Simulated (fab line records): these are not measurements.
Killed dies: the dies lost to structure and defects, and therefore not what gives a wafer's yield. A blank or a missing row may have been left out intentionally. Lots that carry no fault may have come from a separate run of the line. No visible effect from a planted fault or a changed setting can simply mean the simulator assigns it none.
Chamber matching :: flow n5 finfet :: ald sin-04 running N5_BEOL_M0_SAQP_SPACER2_ALD_26: 4 sister chambers
The step deposits SiO2, target thk 15 nm, pulse time 1 s, purge time 2 s. 20 wafers are shown with their chamber, then 10 later ones without.

## EACH WAFER AND ITS CHAMBER
wafer: L079.1
chamber: 2
heater power w (W): 426
precursor pulse height rel: 1.018

wafer: L079.3
chamber: 0
heater power w (W): 373
precursor pulse height rel: 0.992

wafer: L079.4
chamber: 1
heater power w (W): 479
precursor pulse height rel: 1.011

wafer: L081.2
chamber: 1
heater power w (W): 468
precursor pulse height rel: 1.009

wafer: L081.3
chamber: 0
heater power w (W): 386
precursor pulse height rel: 0.989

wafer: L081.5
chamber: 0
heater power w (W): 391
precursor pulse height rel: 0.993

wafer: L086.1
chamber: 2
heater power w (W): 433
precursor pulse height rel: 0.977

wafer: L086.2
chamber: 0
heater power w (W): 376
precursor pulse height rel: 1.003

wafer: L086.3
chamber: 3
heater power w (W): 381
precursor pulse height rel: 1.018

wafer: L087.1
chamber: 1
heater power w (W): 471
precursor pulse height rel: 0.982

wafer: L087.2
chamber: 3
heater power w (W): 377
precursor pulse height rel: 0.999

wafer: L087.4
chamber: 2
heater power w (W): 436
precursor pulse height rel: 1.025

wafer: L088.1
chamber: 0
heater power w (W): 391
precursor pulse height rel: 0.972

wafer: L088.3
chamber: 3
heater power w (W): 378
precursor pulse height rel: 0.999

wafer: L088.5
chamber: 2
heater power w (W): 428
precursor pulse height rel: 1.004

wafer: L089.2
chamber: 0
heater power w (W): 381
precursor pulse height rel: 1.018

wafer: L089.3
chamber: 2
heater power w (W): 448
precursor pulse height rel: 1.014

wafer: L089.6
chamber: 0
heater power w (W): 388
precursor pulse height rel: 1.017

wafer: L090.1
chamber: 3
heater power w (W): 377
precursor pulse height rel: 1.009

wafer: L090.2
chamber: 2
heater power w (W): 439
precursor pulse height rel: 1.001

SIGNATURES (averages over the wafers above)
reading: heater power w
chamber 0: 383.71
chamber 1: 472.67
chamber 2: 435.00
chamber 3: 378.25
scatter within a chamber: 6.65

reading: precursor pulse height rel
chamber 0: 0.99771
chamber 1: 1.00067
chamber 2: 1.00650
chamber 3: 1.00625
scatter within a chamber: 0.0154
Rule: for a wafer and a chamber, the distance is found by dividing, reading by reading, the gap between the wafer's reading and the chamber's mean by the reading's scatter, squaring, summing and taking the root. If the next closest chamber is less than 2 further off than the closest, the wafer can't be placed; otherwise it belongs to the closest. The scatter: take each reading less its chamber's mean, square it, sum over the shown wafers, divide by the number of wafers less the number of chambers, and take the root.

## WAFERS WHOSE CHAMBER IS MISSING
wafer: L090.6
heater power w (W): 381
precursor pulse height rel: 1.022

wafer: L091.2
heater power w (W): 391
precursor pulse height rel: 1.013

wafer: L091.3
heater power w (W): 440
precursor pulse height rel: 0.979

wafer: L091.4
heater power w (W): 372
precursor pulse height rel: 1.017

wafer: L092.2
heater power w (W): 391
precursor pulse height rel: 1.037

wafer: L092.4
heater power w (W): 481
precursor pulse height rel: 1.010

wafer: L092.6
heater power w (W): 385
precursor pulse height rel: 1.001

wafer: L095.1
heater power w (W): 467
precursor pulse height rel: 0.966

wafer: L095.2
heater power w (W): 394
precursor pulse height rel: 1.007

wafer: L095.4
heater power w (W): 438
precursor pulse height rel: 1.016

## THE CHAMBER EACH PASSED THROUGH
wafer: L090.6
from the rows above: can't be placed: 3 or 0
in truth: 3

wafer: L091.2
from the rows above: can't be placed: 0 or 3
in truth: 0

wafer: L091.3
from the rows above: 2
in truth: 2

wafer: L091.4
from the rows above: can't be placed: 3 or 0
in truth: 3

wafer: L092.2
from the rows above: can't be placed: 3 or 0
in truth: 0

wafer: L092.4
from the rows above: 1
in truth: 1

wafer: L092.6
from the rows above: can't be placed: 0 or 3
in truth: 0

wafer: L095.1
from the rows above: 1
in truth: 1

wafer: L095.2
from the rows above: can't be placed: 0 or 3
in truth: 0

wafer: L095.4
from the rows above: 2
in truth: 2
Placed correctly: 4 of 10. Unplaceable from these rows: 6, with the true chamber sitting among the candidates in 6. Placed wrongly: 0.
